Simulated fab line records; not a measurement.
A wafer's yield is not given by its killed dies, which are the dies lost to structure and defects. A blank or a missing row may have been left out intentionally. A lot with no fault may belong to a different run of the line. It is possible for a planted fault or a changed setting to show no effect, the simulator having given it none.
Which tool was responsible? + flow n5 finfet + 24 lots with 72 wafers sampled at 4 steps, on a route of 1938 steps

WHAT THE GAUGES READ, wafer by wafer
N5_BEOL_M7_OVL_MEAS_29.
| lot  | measured     | on         | V6_OVL (nm)    |
|------|--------------|------------|----------------|
| L074 | day 9 01:37  | overlay-02 | -0.8 1.1 -0.2  |
| L075 | day 9 05:59  | overlay-02 | -0.3 -0.6 -0.3 |
| L076 | day 9 11:52  | overlay-01 | 0.4 -0.6 0.2   |
| L077 | day 9 11:42  | overlay-01 | 0.7 -0.4 -0.4  |
| L078 | day 9 22:26  | overlay-02 | -0.6 -0.1 1.1  |
| L079 | day 10 04:25 | overlay-01 | -1.3 1.3 0.1   |
| L080 | day 10 11:10 | overlay-01 | -1.6 0.7 -0.4  |
| L081 | day 10 18:32 | overlay-01 | -0.6 -1.1 -0.8 |
| L082 | day 10 18:21 | overlay-01 | 0.0 0.1 0.2    |
| L083 | day 11 01:50 | overlay-01 | 0.1 -0.1 -0.1  |
| L085 | day 11 01:56 | overlay-01 | -0.3 -1.0 -0.8 |
| L084 | day 11 04:01 | overlay-01 | -0.1 -0.7 0.3  |
| L086 | day 12 09:46 | overlay-01 | 1.4 0.1 0.1    |
| L087 | day 12 14:55 | overlay-01 | 0.1 0.7 -0.1   |
| L089 | day 12 14:50 | overlay-02 | -0.2 0.2 0.3   |
| L088 | day 13 02:26 | overlay-01 | -0.3 -0.1 -0.9 |
| L091 | day 13 06:21 | overlay-02 | -0.8 0.3 0.1   |
| L090 | day 13 23:44 | overlay-02 | 0.0 -0.3 -0.9  |
| L092 | day 14 11:44 | overlay-01 | -0.3 0.1 -0.2  |
| L093 | day 15 04:44 | overlay-02 | -0.7 -1.1 -0.2 |
| L096 | day 15 05:13 | overlay-02 | 0.1 0.6 -0.3   |
| L094 | day 15 08:08 | overlay-02 | -0.3 -0.4 0.2  |
| L097 | day 16 02:46 | overlay-02 | 1.1 1.5 1.5    |
| L095 | day 16 19:01 | overlay-01 | 0.1 -0.1 1.0   |

TOOL THAT RAN EACH LOT (tool first, then ch and the chambers of the sampled wafers, then the start)
| lot  | N5_BEOL_M6_VIA_ETCH_34             | N5_BEOL_M6_PRE_CLEAN_45      | N5_BEOL_M7_ILD_DEP_00           |
|------|------------------------------------|------------------------------|---------------------------------|
| L074 | rie diel-05 ch 0,1,3, day 8 17:09  | pvd sputter-03, day 8 17:59  | pecvd-02 ch 0,1,2, day 8 21:43  |
| L075 | rie diel-03 ch 1,2, day 8 22:44    | pvd sputter-02, day 8 23:35  | pecvd-02 ch 1,2, day 9 02:55    |
| L076 | rie diel-01 ch 1,2, day 9 03:50    | pvd sputter-02, day 9 04:53  | pecvd-02 ch 0,1,2, day 9 06:31  |
| L077 | rie diel-03 ch 0,2, day 9 04:13    | pvd sputter-02, day 9 05:15  | pecvd-03 ch 0,1, day 9 07:05    |
| L078 | rie diel-01 ch 0,1,3, day 9 15:28  | pvd sputter-01, day 9 17:25  | pecvd-03 ch 0,1,2, day 9 19:25  |
| L079 | rie diel-05 ch 0,1,2, day 9 20:38  | pvd sputter-01, day 9 21:33  | pecvd-03 ch 0,1,2, day 10 00:07 |
| L080 | rie diel-03 ch 0,3, day 10 04:41   | pvd sputter-03, day 10 05:40 | pecvd-03 ch 0,1,2, day 10 07:26 |
| L081 | rie diel-05 ch 2,3, day 10 10:02   | pvd sputter-02, day 10 11:25 | pecvd-03 ch 0,1,2, day 10 13:08 |
| L082 | rie diel-03 ch 0,1, day 10 10:15   | pvd sputter-02, day 10 11:30 | pecvd-03 ch 0,1, day 10 13:26   |
| L083 | rie diel-05 ch 1,3, day 10 19:17   | pvd sputter-01, day 10 20:16 | pecvd-02 ch 0,2, day 10 22:19   |
| L085 | rie diel-01 ch 1,2,3, day 10 19:20 | pvd sputter-01, day 10 20:20 | pecvd-02 ch 0,1,2, day 10 22:30 |
| L084 | rie diel-05 ch 2,3, day 10 21:23   | pvd sputter-03, day 10 22:32 | pecvd-04 ch 0,1,2, day 11 00:32 |
| L086 | rie diel-01 ch 0,1, day 12 00:28   | pvd sputter-03, day 12 02:18 | pecvd-04 ch 0,1,2, day 12 05:35 |
| L087 | rie diel-01 ch 2,3, day 12 05:09   | pvd sputter-03, day 12 06:01 | pecvd-02 ch 0,1, day 12 09:01   |
| L089 | rie diel-05 ch 0,2,3, day 12 05:10 | pvd sputter-01, day 12 07:45 | pecvd-02 ch 1,2, day 12 09:25   |
| L088 | rie diel-03 ch 0,1,3, day 12 17:32 | pvd sputter-03, day 12 18:20 | pecvd-04 ch 0,1,2, day 12 21:38 |
| L091 | rie diel-01 ch 0,2,3, day 12 20:53 | pvd sputter-03, day 12 22:01 | pecvd-02 ch 1,2, day 13 00:59   |
| L090 | rie diel-05 ch 0,1, day 13 17:55   | pvd sputter-02, day 13 18:55 | pecvd-04 ch 0,2, day 13 20:49   |
| L092 | rie diel-01 ch 0,1,3, day 14 00:28 | pvd sputter-01, day 14 01:49 | pecvd-02 ch 0,1, day 14 03:43   |
| L093 | rie diel-01 ch 1,2, day 14 22:42   | pvd sputter-03, day 14 23:53 | pecvd-04 ch 1,2, day 15 01:30   |
| L096 | rie diel-05 ch 0,1,3, day 14 23:14 | pvd sputter-02, day 15 00:14 | pecvd-03 ch 0,1,2, day 15 02:14 |
| L094 | rie diel-03 ch 0,3, day 14 23:15   | pvd sputter-03, day 15 00:29 | pecvd-02 ch 0,2, day 15 04:11   |
| L097 | rie diel-01 ch 0,1,3, day 15 15:02 | pvd sputter-02, day 15 19:37 | pecvd-03 ch 1,2, day 15 21:24   |
| L095 | rie diel-05 ch 0,1, day 16 03:11   | pvd sputter-02, day 16 05:49 | pecvd-02 ch 0,1,2, day 16 07:31 |
- N5_BEOL_M6_VIA_ETCH_34: etches SiCOH lowk in C4F6/O2, target depth 126.3 nm, time 50.9 s.
- N5_BEOL_M6_PRE_CLEAN_45: time 30 s.
- N5_BEOL_M7_ILD_DEP_00: deposits SiCOH lowk from DEMS/porogen, target thk 179.75 nm, time 33.4 s.

WHAT THE TOOLS THEMSELVES READ (means of the sampled wafers that have a number; where no wafer has one, the mark that the record gives instead)
N5_BEOL_M6_VIA_ETCH_34.
| lot  | tool        | drypump motor current A (A) | oes product au (a.u.) | rf vpp V (V) | showerhead plenum p Torr (Torr) | throttle valve pct (%) |
|------|-------------|-----------------------------|-----------------------|--------------|---------------------------------|------------------------|
| L074 | rie diel-05 | 5.9                         | 0.70                  | 646          | 2.73                            | 20.87                  |
| L075 | rie diel-03 | 5.5                         | 0.67                  | 662          | 2.81                            | 21.13                  |
| L076 | rie diel-01 | 5.9                         | 0.88                  | 684          | 2.90                            | 20.69                  |
| L077 | rie diel-03 | 5.5                         | 0.68                  | 666          | 2.86                            | 21.25                  |
| L078 | rie diel-01 | 5.7                         | 0.84                  | 671          | 2.96                            | 20.91                  |
| L079 | rie diel-05 | 5.9                         | 0.69                  | 658          | 2.81                            | 21.00                  |
| L080 | rie diel-03 | 5.9                         | 0.69                  | 671          | 2.85                            | 21.14                  |
| L081 | rie diel-05 | 6.1                         | 0.72                  | 668          | 2.86                            | 21.01                  |
| L082 | rie diel-03 | 6.2                         | 0.77                  | 669          | 2.88                            | 20.84                  |
| L083 | rie diel-05 | 5.7                         | 0.67                  | 648          | 2.75                            | 20.95                  |
| L085 | rie diel-01 | 5.8                         | 0.86                  | 673          | 2.93                            | 20.89                  |
| L084 | rie diel-05 | 6.1                         | 0.71                  | 668          | 2.85                            | 21.02                  |
| L086 | rie diel-01 | 5.5                         | 0.78                  | 678          | 2.93                            | 20.81                  |
| L087 | rie diel-01 | 5.7                         | 0.86                  | 664          | 2.97                            | 21.07                  |
| L089 | rie diel-05 | 6.1                         | 0.77                  | 659          | 2.88                            | 20.82                  |
| L088 | rie diel-03 | 5.8                         | 0.76                  | 665          | 2.80                            | 20.88                  |
| L091 | rie diel-01 | 5.5                         | 0.81                  | 671          | 2.95                            | 20.94                  |
| L090 | rie diel-05 | 5.7                         | 0.90                  | 651          | 2.86                            | 20.61                  |
| L092 | rie diel-01 | 5.6                         | 0.80                  | 672          | 2.95                            | 20.98                  |
| L093 | rie diel-01 | 5.9                         | 0.82                  | 683          | 2.87                            | 20.77                  |
| L096 | rie diel-05 | 5.9                         | 0.92                  | 652          | 2.93                            | 20.56                  |
| L094 | rie diel-03 | 5.8                         | 0.87                  | 670          | 2.83                            | 20.91                  |
| L097 | rie diel-01 | 5.7                         | 0.79                  | 671          | 2.94                            | 20.98                  |
| L095 | rie diel-05 | 5.9                         | 0.86                  | 652          | 2.93                            | 20.59                  |

N5_BEOL_M6_PRE_CLEAN_45.
| lot  | tool           | heater power w (W) |
|------|----------------|--------------------|
| L074 | pvd sputter-03 | 359                |
| L075 | pvd sputter-02 | 316                |
| L076 | pvd sputter-02 | 327                |
| L077 | pvd sputter-02 | 326                |
| L078 | pvd sputter-01 | 320                |
| L079 | pvd sputter-01 | 323                |
| L080 | pvd sputter-03 | 349                |
| L081 | pvd sputter-02 | 318                |
| L082 | pvd sputter-02 | 335                |
| L083 | pvd sputter-01 | 315                |
| L085 | pvd sputter-01 | 316                |
| L084 | pvd sputter-03 | 397                |
| L086 | pvd sputter-03 | 343                |
| L087 | pvd sputter-03 | 322                |
| L089 | pvd sputter-01 | 322                |
| L088 | pvd sputter-03 | 357                |
| L091 | pvd sputter-03 | 377                |
| L090 | pvd sputter-02 | 320                |
| L092 | pvd sputter-01 | 321                |
| L093 | pvd sputter-03 | 354                |
| L096 | pvd sputter-02 | 319                |
| L094 | pvd sputter-03 | 355                |
| L097 | pvd sputter-02 | 348                |
| L095 | pvd sputter-02 | 321                |

N5_BEOL_M7_ILD_DEP_00.
| lot  | tool     | heater power w (W) | showerhead plenum p Torr (Torr) | throttle valve pct (%) |
|------|----------|--------------------|---------------------------------|------------------------|
| L074 | pecvd-02 | 330                | 5.739                           | 13.8                   |
| L075 | pecvd-02 | 380                | 5.750                           | 14.2                   |
| L076 | pecvd-02 | 340                | 5.743                           | 13.8                   |
| L077 | pecvd-03 | 325                | 5.769                           | 14.9                   |
| L078 | pecvd-03 | 301                | 5.754                           | 13.9                   |
| L079 | pecvd-03 | 289                | 5.767                           | 13.7                   |
| L080 | pecvd-03 | 299                | 5.754                           | 14.0                   |
| L081 | pecvd-03 | 316                | 5.755                           | 14.2                   |
| L082 | pecvd-03 | 344                | 5.773                           | 14.6                   |
| L083 | pecvd-02 | 346                | 5.731                           | 13.1                   |
| L085 | pecvd-02 | 356                | 5.731                           | 13.4                   |
| L084 | pecvd-04 | 310                | 5.738                           | 14.7                   |
| L086 | pecvd-04 | 319                | 5.742                           | 14.7                   |
| L087 | pecvd-02 | 376                | 5.738                           | 14.2                   |
| L089 | pecvd-02 | 329                | 5.746                           | 13.1                   |
| L088 | pecvd-04 | 333                | 5.733                           | 14.6                   |
| L091 | pecvd-02 | 370                | 5.740                           | 13.9                   |
| L090 | pecvd-04 | 371                | 5.733                           | 15.1                   |
| L092 | pecvd-02 | 346                | 5.745                           | 13.7                   |
| L093 | pecvd-04 | 262                | 5.724                           | 14.4                   |
| L096 | pecvd-03 | 305                | 5.760                           | 14.1                   |
| L094 | pecvd-02 | 331                | 5.736                           | 12.9                   |
| L097 | pecvd-03 | 290                | 5.758                           | 13.8                   |
| L095 | pecvd-02 | 332                | 5.742                           | 13.5                   |

THE ANSWER, worked out from the rows above alone
Rule: usual is defined by the lots themselves. Put in order of their means at a reading, lots are off if they are a third of the lots or fewer, leave a main group of 4 or more, and stand apart from it by a gap of 3 or more times the standard deviation of the main group's means; of several such gaps the widest counts. A main group whose means are all the same, to the digits that the tables above print for the reading, isn't used. A lot without any number at a reading at which 4 lots or more have one is off too. All remaining lots with rows at the step are treated as sound. After the gauges, taken in route order, come the tools' own readings; for these a lot's mean is taken, as printed above. The first step at which some lot is off is used, and at that step the reading that is off furthest; a lot without a number counts as furthest.
No lot is off on any of the readings shown, so nothing can be concluded from this.

WHAT WAS PUT IN BY THE SIMULATOR
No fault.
